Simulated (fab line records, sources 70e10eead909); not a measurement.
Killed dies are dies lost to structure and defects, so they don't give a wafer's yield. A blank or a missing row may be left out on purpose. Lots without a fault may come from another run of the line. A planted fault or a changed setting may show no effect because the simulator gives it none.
Which tool did it? | flow nand_harc | 21 lots, 63 wafers sampled, at 6 steps of a route of 1159

WHAT THE GAUGES READ, wafer by wafer
The record holds no reading of a measuring or inspecting step that can be judged against a usual standard deviation.

WHICH TOOL RAN EACH LOT (tool, then ch and the chambers of the sampled wafers, then the start)
lot  | NHARC_A_STAIRCASE_ETCH_170                    | NHARC_A_STAIRCASE_ETCH_188                    | NHARC_A_STAIRCASE_TRIM_196         | NHARC_A_STAIRCASE_STRIP_205          | NHARC_A_STAIRCASE_ETCH_221     | NHARC_A_STAIRCASE_ETCH_227
L075 | rie_diel-01 ch 0,1, day 11 15:17 or earlier   | rie_diel-01 ch 1,2,3, day 11 15:17 or earlier | rie_diel-12 ch 0,1,3, day 11 15:17 | plasma_asher-02 ch 0,1, day 11 16:29 | rie_diel-01 ch 0,1,3, no start | rie_diel-01 ch 0,1,3, no start
L076 | rie_diel-12 ch 0,1,2, day 11 15:53 or earlier | rie_diel-01 ch 0,1,3, day 11 15:53 or earlier | rie_diel-01 ch 0,1,2, day 11 15:53 | plasma_asher-01 ch 0,1, day 11 16:58 | rie_diel-10 ch 0,1, no start   | rie_diel-10 ch 0,1,2, no start
L077 | rie_diel-10 ch 0,3, day 11 23:34 or earlier   | rie_diel-12 ch 1,2, day 11 23:34 or earlier   | rie_diel-12 ch 1,2, day 11 23:34   | plasma_asher-02 ch 0,1, day 12 00:49 | rie_diel-12 ch 0,2,3, no start | rie_diel-12 ch 0,3, no start
L078 | rie_diel-12 ch 0,2,3, day 12 04:53 or earlier | rie_diel-10 ch 0,1,2, day 12 04:53 or earlier | rie_diel-12 ch 2,3, day 12 04:53   | plasma_asher-02 ch 0,1, day 12 06:07 | rie_diel-12 ch 1,2, no start   | rie_diel-12 ch 0,1, no start
L080 | rie_diel-12 ch 0,1,2, day 12 03:31 or earlier | rie_diel-12 ch 0,1, day 12 03:31 or earlier   | rie_diel-10 ch 0,1, day 12 03:31   | plasma_asher-01 ch 0,1, day 12 05:38 | rie_diel-10 ch 0,2,3, no start | rie_diel-10 ch 2,3, no start
L081 | rie_diel-01 ch 0,2,3, day 12 15:50 or earlier | rie_diel-10 ch 0,3, day 12 15:50 or earlier   | rie_diel-10 ch 1,2,3, day 12 15:50 | plasma_asher-02 ch 0,1, day 12 18:15 | rie_diel-10 ch 0,1,2, no start | rie_diel-10 ch 2,3, no start
L083 | rie_diel-12 ch 0,1, day 13 06:00 or earlier   | rie_diel-01 ch 0,1,2, day 13 06:00 or earlier | rie_diel-10 ch 1,2,3, day 13 06:00 | plasma_asher-02 ch 0,1, day 13 07:16 | rie_diel-12 ch 0,1,3, no start | rie_diel-12 ch 0,1,2, no start
L082 | rie_diel-10 ch 0,1,3, day 13 06:06 or earlier | rie_diel-12 ch 2,3, day 13 06:06 or earlier   | rie_diel-01 ch 0,1,3, day 13 06:06 | plasma_asher-01 ch 1, day 13 07:35   | rie_diel-10 ch 0,1,2, no start | rie_diel-10 ch 0,2,3, no start
L084 | rie_diel-10 ch 0,1,2, day 13 17:52 or earlier | rie_diel-10 ch 0,3, day 13 17:52 or earlier   | rie_diel-10 ch 2,3, day 13 17:52   | plasma_asher-02 ch 0,1, day 13 18:59 | rie_diel-12 ch 0,1, no start   | rie_diel-12 ch 0,1, no start
L085 | rie_diel-12 ch 1,2, day 14 03:59 or earlier   | rie_diel-10 ch 0,1,2, day 14 03:59 or earlier | rie_diel-10 ch 0,1, day 14 03:59   | plasma_asher-01 ch 0,1, day 14 05:35 | rie_diel-12 ch 1,2,3, no start | rie_diel-12 ch 1,2,3, no start
L087 | rie_diel-01 ch 0,1,2, day 14 04:14 or earlier | rie_diel-12 ch 0,2, day 14 04:14 or earlier   | rie_diel-10 ch 2,3, day 14 04:14   | plasma_asher-01 ch 0,1, day 14 05:52 | rie_diel-12 ch 2,3, no start   | rie_diel-12 ch 0,2, no start
L088 | rie_diel-10 ch 2,3, day 14 22:06 or earlier   | rie_diel-10 ch 0,2, day 14 22:06 or earlier   | rie_diel-10 ch 0,3, day 14 22:06   | plasma_asher-01 ch 0,1, day 14 23:35 | rie_diel-10 ch 2,3, no start   | rie_diel-10 ch 0,3, no start
L089 | rie_diel-01 ch 0,2, day 14 21:10 or earlier   | rie_diel-12 ch 1,2,3, day 14 21:10 or earlier | rie_diel-12 ch 0,1,3, day 14 21:10 | plasma_asher-02 ch 0,1, day 14 23:03 | rie_diel-01 ch 0,1, no start   | rie_diel-01 ch 0,1, no start
L090 | rie_diel-01 ch 2,3, day 15 01:29 or earlier   | rie_diel-10 ch 0,3, day 15 01:29 or earlier   | rie_diel-01 ch 1,3, day 15 01:29   | plasma_asher-01 ch 1, day 15 02:57   | rie_diel-10 ch 0,1,3, no start | rie_diel-10 ch 0,2, no start
L091 | rie_diel-12 ch 0,2,3, day 15 01:52 or earlier | rie_diel-12 ch 0,1, day 15 01:52 or earlier   | rie_diel-12 ch 0,1, day 15 01:52   | plasma_asher-01 ch 0,1, day 15 03:17 | rie_diel-01 ch 2,3, no start   | rie_diel-01 ch 0,1,3, no start
L093 | rie_diel-10 ch 0,1,2, day 15 07:03 or earlier | rie_diel-10 ch 0,1,3, day 15 07:03 or earlier | rie_diel-10 ch 1,2,3, day 15 07:03 | plasma_asher-02 ch 0,1, day 15 08:07 | rie_diel-10 ch 0,2, no start   | rie_diel-10 ch 0,1,2, no start
L092 | rie_diel-01 ch 0,2, day 15 07:04 or earlier   | rie_diel-01 ch 0,1,3, day 15 07:04 or earlier | rie_diel-01 ch 2,3, day 15 07:04   | plasma_asher-02 ch 0,1, day 15 08:26 | rie_diel-10 ch 0,1,2, no start | rie_diel-10 ch 0,1,3, no start
L094 | rie_diel-01 ch 0,2, day 16 00:20 or earlier   | rie_diel-01 ch 0,1, day 16 00:20 or earlier   | rie_diel-12 ch 1,2, day 16 00:20   | plasma_asher-01 ch 0,1, day 16 01:37 | rie_diel-12 ch 1,2,3, no start | rie_diel-12 ch 2,3, no start
L096 | rie_diel-10 ch 1,2,3, day 16 00:22 or earlier | rie_diel-12 ch 0,1,2, day 16 00:22 or earlier | rie_diel-01 ch 0,1,3, day 16 00:22 | plasma_asher-01 ch 0,1, day 16 01:55 | rie_diel-10 ch 1,2,3, no start | rie_diel-10 ch 0,2,3, no start
L095 | rie_diel-10 ch 0,3, day 15 23:18 or earlier   | rie_diel-12 ch 0,1,3, day 15 23:18 or earlier | rie_diel-01 ch 1,2, day 15 23:18   | plasma_asher-01 ch 0,1, day 16 00:56 | rie_diel-01 ch 1,2,3, no start | rie_diel-01 ch 0,3, no start
L097 | rie_diel-10 ch 0,1,3, day 17 03:32 or earlier | rie_diel-01 ch 1,2, day 17 03:32 or earlier   | rie_diel-01 ch 0,1, day 17 03:32   | plasma_asher-02 ch 0,1, day 17 04:59 | rie_diel-10 ch 0,1,3, no start | rie_diel-10 ch 0,1,2, no start
- NHARC_A_STAIRCASE_ETCH_170: etches the open film in C4F6/O2, target depth 200 nm, time 66.667 s.
- NHARC_A_STAIRCASE_ETCH_188: etches the open film in C4F8/O2, target depth 100 nm, time 40.5 s.
- NHARC_A_STAIRCASE_TRIM_196: chemistry O2, time 211.2 s.
- NHARC_A_STAIRCASE_STRIP_205: strips in O2.
- NHARC_A_STAIRCASE_ETCH_221: etches the open film in C4F8/O2, target depth 100 nm, time 40.5 s.
- NHARC_A_STAIRCASE_ETCH_227: etches the open film in C4F8/O2, target depth 100 nm, time 40.5 s.

WHAT THE TOOLS THEMSELVES READ (means of the sampled wafers that have a number; where no wafer has one, the mark that the record gives instead)
NHARC_A_STAIRCASE_ETCH_170. Usual: chamber_pressure_mTorr 30.001 mTorr, standard deviation 0.024; drypump_motor_current_A 5.7 A, standard deviation 0.54; oes_product_au 0.972 a.u., standard deviation 0.015; rf_fwd_power_W 594.8 W, standard deviation 2.2; rf_vpp_V 547 V, standard deviation 4; showerhead_plenum_p_Torr 3.91 Torr, standard deviation 0.19; throttle_valve_pct 26.903 %, standard deviation 0.0094.
lot  | tool        | chamber_pressure_mTorr (mTorr) | drypump_motor_current_A (A) | oes_product_au (a.u.) | rf_fwd_power_W (W) | rf_vpp_V (V) | showerhead_plenum_p_Torr (Torr) | throttle_valve_pct (%) | flag
L075 | rie_diel-01 | 29.980                         | 6.2                         | 0.968                 | 598.1              | 544          | 3.78                            | 26.900                 |
L076 | rie_diel-12 | 29.999                         | 5.2                         | 0.970                 | 595.4              | 548          | 4.00                            | 26.897                 |
L077 | rie_diel-10 | 29.989                         | 5.4                         | 0.974                 | 591.8              | 546          | 3.84                            | 26.910                 |
L078 | rie_diel-12 | 29.990                         | 5.3                         | 0.973                 | 597.0              | 549          | 4.04                            | 26.903                 |
L080 | rie_diel-12 | 29.977                         | 5.2                         | 0.960                 | 594.7              | 548          | 4.00                            | 26.909                 |
L081 | rie_diel-01 | 30.001                         | 6.4                         | 0.983                 | 594.5              | 547          | 3.90                            | 26.902                 |
L083 | rie_diel-12 | 29.986                         | 5.5                         | 0.975                 | 596.4              | 553          | 4.17                            | 26.896                 |
L082 | rie_diel-10 | 29.988                         | 5.5                         | 0.945                 | 593.9              | 544          | 3.80                            | 26.915                 |
L084 | rie_diel-10 | 29.983                         | 5.6                         | 0.978                 | 595.7              | 543          | 3.75                            | 26.908                 |
L085 | rie_diel-12 | 29.991                         | 5.0                         | 0.991                 | 595.5              | 544          | 3.81                            | 26.899                 |
L087 | rie_diel-01 | 30.019                         | 6.3                         | 0.963                 | 593.2              | 546          | 3.85                            | 26.895                 |
L088 | rie_diel-10 | 30.019                         | 5.2                         | 0.951                 | 595.9              | 544          | 3.77                            | 26.897                 |
L089 | rie_diel-01 | 29.997                         | 6.6                         | 0.983                 | 593.2              | 545          | 3.83                            | 26.908                 |
L090 | rie_diel-01 | 30.018                         | 6.3                         | 0.977                 | 593.3              | 549          | 4.03                            | 26.903                 |
L091 | rie_diel-12 | 29.969                         | 5.3                         | 0.987                 | 595.3              | 549          | 4.02                            | 26.906                 |
L093 | rie_diel-10 | 30.001                         | 5.6                         | 0.978                 | 594.9              | 544          | 3.74                            | 26.913                 |
L092 | rie_diel-01 | 30.001                         | 6.5                         | 0.983                 | 592.1              | 545          | 3.83                            | 26.910                 |
L094 | rie_diel-01 | 30.021                         | 6.5                         | 0.972                 | 593.4              | 543          | 3.74                            | 26.905                 |
L096 | rie_diel-10 | 30.010                         | 5.4                         | 0.978                 | 594.9              | 543          | 3.75                            | 26.907                 |
L095 | rie_diel-10 | 30.015                         | 5.4                         | 0.941                 | 593.8              | 545          | 3.82                            | 26.905                 |
L097 | rie_diel-10 | 30.012                         | 5.5                         | 0.969                 | 596.1              | 545          | 3.78                            | 26.895                 |

NHARC_A_STAIRCASE_ETCH_188. Usual: chamber_pressure_mTorr 25.000 mTorr, standard deviation 0.023; oes_product_au 0.938 a.u., standard deviation 0.012; rf_fwd_power_W 592.2 W, standard deviation 2.7; rf_vpp_V 895 V, standard deviation 6.7.
lot  | tool        | chamber_pressure_mTorr (mTorr) | oes_product_au (a.u.) | rf_fwd_power_W (W) | rf_vpp_V (V) | flag
L075 | rie_diel-01 | 24.956                         | 0.940                 | 592.5              | 898          |
L076 | rie_diel-01 | 24.994                         | 0.939                 | 591.3              | 897          |
L077 | rie_diel-12 | 25.012                         | 0.929                 | 591.4              | 897          |
L078 | rie_diel-10 | 25.000                         | 0.934                 | 592.1              | 891          |
L080 | rie_diel-12 | 24.996                         | 0.936                 | 592.8              | 904          |
L081 | rie_diel-10 | 25.023                         | 0.936                 | 589.4              | 893          |
L083 | rie_diel-01 | 25.006                         | 0.941                 | 591.8              | 894          |
L082 | rie_diel-12 | 24.988                         | 0.924                 | 594.4              | 894          |
L084 | rie_diel-10 | 24.994                         | 0.964                 | 592.9              | 893          |
L085 | rie_diel-10 | 25.005                         | 0.942                 | 592.3              | 889          |
L087 | rie_diel-12 | 24.994                         | 0.942                 | 596.6              | 899          |
L088 | rie_diel-10 | 25.002                         | 0.929                 | 593.9              | 891          |
L089 | rie_diel-12 | 24.984                         | 0.951                 | 591.9              | 897          |
L090 | rie_diel-10 | 24.984                         | 0.949                 | 590.6              | 893          |
L091 | rie_diel-12 | 24.995                         | 0.930                 | 590.6              | 903          |
L093 | rie_diel-10 | 25.004                         | 0.941                 | 593.7              | 891          |
L092 | rie_diel-01 | 24.989                         | 0.936                 | 591.5              | 895          |
L094 | rie_diel-01 | 25.002                         | 0.928                 | 592.3              | 890          |
L096 | rie_diel-12 | 24.985                         | 0.924                 | 592.5              | 897          |
L095 | rie_diel-12 | 24.972                         | 0.946                 | 592.1              | 904          |
L097 | rie_diel-01 | 25.012                         | 0.949                 | 595.5              | 895          |

NHARC_A_STAIRCASE_TRIM_196. Usual: chamber_pressure_mTorr 60.00 mTorr, standard deviation 0.057; drypump_motor_current_A 5.6 A, standard deviation 0.54; oes_product_au 1.000 a.u., standard deviation 0.007; rf_vpp_V 57.7 V, standard deviation 0.97; showerhead_plenum_p_Torr 3.52 Torr, standard deviation 0.18; throttle_valve_pct 17.038 %, standard deviation 0.0088.
lot  | tool        | chamber_pressure_mTorr (mTorr) | drypump_motor_current_A (A) | oes_product_au (a.u.) | rf_vpp_V (V) | showerhead_plenum_p_Torr (Torr) | throttle_valve_pct (%) | flag
L075 | rie_diel-12 | 59.96                          | 5.4                         | 0.995                 | 57.8         | 3.77                            | 17.040                 |
L076 | rie_diel-01 | 59.99                          | 6.3                         | 0.994                 | 57.2         | 3.47                            | 17.031                 |
L077 | rie_diel-12 | 59.96                          | 5.0                         | 1.003                 | 58.0         | 3.43                            | 17.036                 |
L078 | rie_diel-12 | 59.98                          | 5.2                         | 1.005                 | 58.0         | 3.63                            | 17.032                 |
L080 | rie_diel-10 | 59.98                          | 5.7                         | 1.004                 | 57.4         | 3.40                            | 17.039                 |
L081 | rie_diel-10 | 59.97                          | 5.4                         | 0.996                 | 56.7         | 3.39                            | 17.035                 |
L083 | rie_diel-10 | 60.04                          | 5.4                         | 0.992                 | 57.9         | 3.38                            | 17.040                 |
L082 | rie_diel-01 | 60.00                          | 6.1                         | 1.002                 | 57.8         | 3.52                            | 17.033                 |
L084 | rie_diel-10 | 60.00                          | 5.2                         | 1.002                 | 58.0         | 3.38                            | 17.040                 |
L085 | rie_diel-10 | 59.99                          | 5.8                         | 0.995                 | 57.6         | 3.36                            | 17.040                 |
L087 | rie_diel-10 | 60.00                          | 5.1                         | 1.001                 | 58.7         | 3.43                            | 17.038                 |
L088 | rie_diel-10 | 59.91                          | 5.2                         | 1.003                 | 56.9         | 3.46                            | 17.038                 |
L089 | rie_diel-12 | 60.01                          | 5.4                         | 0.999                 | 59.0         | 3.75                            | 17.038                 |
L090 | rie_diel-01 | 59.93                          | 5.9                         | 1.008                 | 57.8         | 3.60                            | 17.049                 |
L091 | rie_diel-12 | 60.00                          | 5.4                         | 1.001                 | 57.9         | 3.75                            | 17.037                 |
L093 | rie_diel-10 | 59.97                          | 5.4                         | 0.999                 | 57.6         | 3.37                            | 17.042                 |
L092 | rie_diel-01 | 60.01                          | 6.6                         | 0.991                 | 57.3         | 3.57                            | 17.037                 |
L094 | rie_diel-12 | 59.99                          | 5.1                         | 0.999                 | 57.6         | 3.55                            | 17.047                 |
L096 | rie_diel-01 | 59.99                          | 6.1                         | 1.005                 | 57.3         | 3.50                            | 17.031                 |
L095 | rie_diel-01 | 59.94                          | 6.3                         | 0.999                 | 57.5         | 3.53                            | 17.036                 |
L097 | rie_diel-01 | 59.99                          | 6.2                         | 1.002                 | 57.6         | 3.36                            | 17.043                 |

NHARC_A_STAIRCASE_STRIP_205. Usual: drypump_motor_current_A 5.8 A, standard deviation 0.45; heater_power_w 355 W, standard deviation 31.
lot  | tool            | drypump_motor_current_A (A) | heater_power_w (W) | flag
L075 | plasma_asher-02 | 5.4                         | 326                |
L076 | plasma_asher-01 | 6.0                         | 382                |
L077 | plasma_asher-02 | 5.5                         | 328                |
L078 | plasma_asher-02 | 5.4                         | 323                |
L080 | plasma_asher-01 | 6.3                         | 391                |
L081 | plasma_asher-02 | 5.4                         | 324                |
L083 | plasma_asher-02 | 5.4                         | 331                |
L082 | plasma_asher-01 | 5.8                         | 361                |
L084 | plasma_asher-02 | 5.5                         | 332                |
L085 | plasma_asher-01 | 6.0                         | 363                |
L087 | plasma_asher-01 | 6.3                         | 379                |
L088 | plasma_asher-01 | 6.0                         | 374                |
L089 | plasma_asher-02 | 5.5                         | 332                |
L090 | plasma_asher-01 | 5.8                         | 362                |
L091 | plasma_asher-01 | 6.0                         | 372                |
L093 | plasma_asher-02 | 5.4                         | 329                |
L092 | plasma_asher-02 | 5.5                         | 337                |
L094 | plasma_asher-01 | 6.3                         | 388                |
L096 | plasma_asher-01 | 6.2                         | 386                |
L095 | plasma_asher-01 | 6.3                         | 385                |
L097 | plasma_asher-02 | 5.6                         | 329                |

NHARC_A_STAIRCASE_ETCH_221. Usual: chamber_pressure_mTorr 25.001 mTorr, standard deviation 0.025; oes_product_au 0.943 a.u., standard deviation 0.013; rf_fwd_power_W 592.2 W, standard deviation 2.7; rf_vpp_V 894 V, standard deviation 6.3.
lot  | tool        | chamber_pressure_mTorr (mTorr) | oes_product_au (a.u.) | rf_fwd_power_W (W) | rf_vpp_V (V) | flag
L075 | rie_diel-01 | 25.000                         | 0.949                 | 592.1              | 895          |
L076 | rie_diel-10 | 24.969                         | 0.953                 | 592.1              | 890          |
L077 | rie_diel-12 | 24.997                         | 0.925                 | 595.8              | 899          |
L078 | rie_diel-12 | 24.990                         | 0.938                 | 592.5              | 893          |
L080 | rie_diel-10 | 24.992                         | 0.955                 | 592.0              | 893          |
L081 | rie_diel-10 | 24.998                         | 0.925                 | 590.9              | 890          |
L083 | rie_diel-12 | 25.026                         | 0.951                 | 591.9              | 905          |
L082 | rie_diel-10 | 25.005                         | 0.947                 | 593.4              | 890          |
L084 | rie_diel-12 | 24.990                         | 0.961                 | 592.1              | 904          |
L085 | rie_diel-12 | 25.012                         | 0.934                 | 589.6              | 898          |
L087 | rie_diel-12 | 25.006                         | 0.938                 | 592.8              | 893          |
L088 | rie_diel-10 | 24.999                         | 0.937                 | 592.5              | 893          |
L089 | rie_diel-01 | 24.990                         | 0.949                 | 592.9              | 891          |
L090 | rie_diel-10 | 24.985                         | 0.950                 | 592.2              | 891          |
L091 | rie_diel-01 | 25.000                         | 0.959                 | 591.0              | 899          |
L093 | rie_diel-10 | 25.000                         | 0.946                 | 592.8              | 892          |
L092 | rie_diel-10 | 25.019                         | 0.932                 | 590.2              | 889          |
L094 | rie_diel-12 | 24.996                         | 0.946                 | 591.0              | 897          |
L096 | rie_diel-10 | 24.982                         | 0.948                 | 593.1              | 890          |
L095 | rie_diel-01 | 25.013                         | 0.923                 | 592.1              | 898          |
L097 | rie_diel-10 | 25.012                         | 0.927                 | 593.3              | 891          |

NHARC_A_STAIRCASE_ETCH_227. Usual: chamber_pressure_mTorr 25.001 mTorr, standard deviation 0.021; oes_product_au 0.944 a.u., standard deviation 0.0088; rf_fwd_power_W 592.0 W, standard deviation 2.5; rf_vpp_V 894 V, standard deviation 6.4.
lot  | tool        | chamber_pressure_mTorr (mTorr) | oes_product_au (a.u.) | rf_fwd_power_W (W) | rf_vpp_V (V) | flag
L075 | rie_diel-01 | 25.004                         | 0.952                 | 593.1              | 895          |
L076 | rie_diel-10 | 25.015                         | 0.942                 | 592.5              | 890          |
L077 | rie_diel-12 | 25.032                         | 0.937                 | 592.6              | 905          |
L078 | rie_diel-12 | 24.984                         | 0.938                 | 589.1              | 904          |
L080 | rie_diel-10 | 25.004                         | 0.934                 | 591.2              | 893          |
L081 | rie_diel-10 | 25.017                         | 0.941                 | 590.9              | 893          |
L083 | rie_diel-12 | 25.002                         | 0.952                 | 593.1              | 898          |
L082 | rie_diel-10 | 25.000                         | 0.944                 | 591.2              | 891          |
L084 | rie_diel-12 | 25.026                         | 0.935                 | 593.3              | 904          |
L085 | rie_diel-12 | 24.994                         | 0.944                 | 593.0              | 899          |
L087 | rie_diel-12 | 25.007                         | 0.950                 | 593.5              | 894          |
L088 | rie_diel-10 | 24.995                         | 0.942                 | 591.5              | 892          |
L089 | rie_diel-01 | 25.006                         | 0.957                 | 593.3              | 893          |
L090 | rie_diel-10 | 24.990                         | 0.941                 | 590.4              | 891          |
L091 | rie_diel-01 | 24.985                         | 0.934                 | 593.3              | 895          |
L093 | rie_diel-10 | 25.004                         | 0.936                 | 592.1              | 890          |
L092 | rie_diel-10 | 25.000                         | 0.945                 | 592.2              | 892          |
L094 | rie_diel-12 | 25.012                         | 0.938                 | 592.6              | 892          |
L096 | rie_diel-10 | 25.013                         | 0.944                 | 591.3              | 891          |
L095 | rie_diel-01 | 24.973                         | 0.949                 | 589.3              | 896          |
L097 | rie_diel-10 | 24.995                         | 0.939                 | 592.4              | 889          |

THE ANSWER, worked out from the rows above alone
Rule: a lot is off if the mean of its wafers that have a number lies more than 3 standard deviations from the usual mean. A lot without any number at a reading at which 4 lots or more have one is off too. The other lots that the step has rows for count as sound. The gauges are gone through in route order, then the tools' own readings, and for those a lot's mean is taken as printed above. The first step at which some lot is off is used, and at that step the reading that is off furthest; a lot without a number counts as furthest.
No lot is off at any reading shown: from this, nothing can be told.

WHAT THE SIMULATOR HAD PUT IN
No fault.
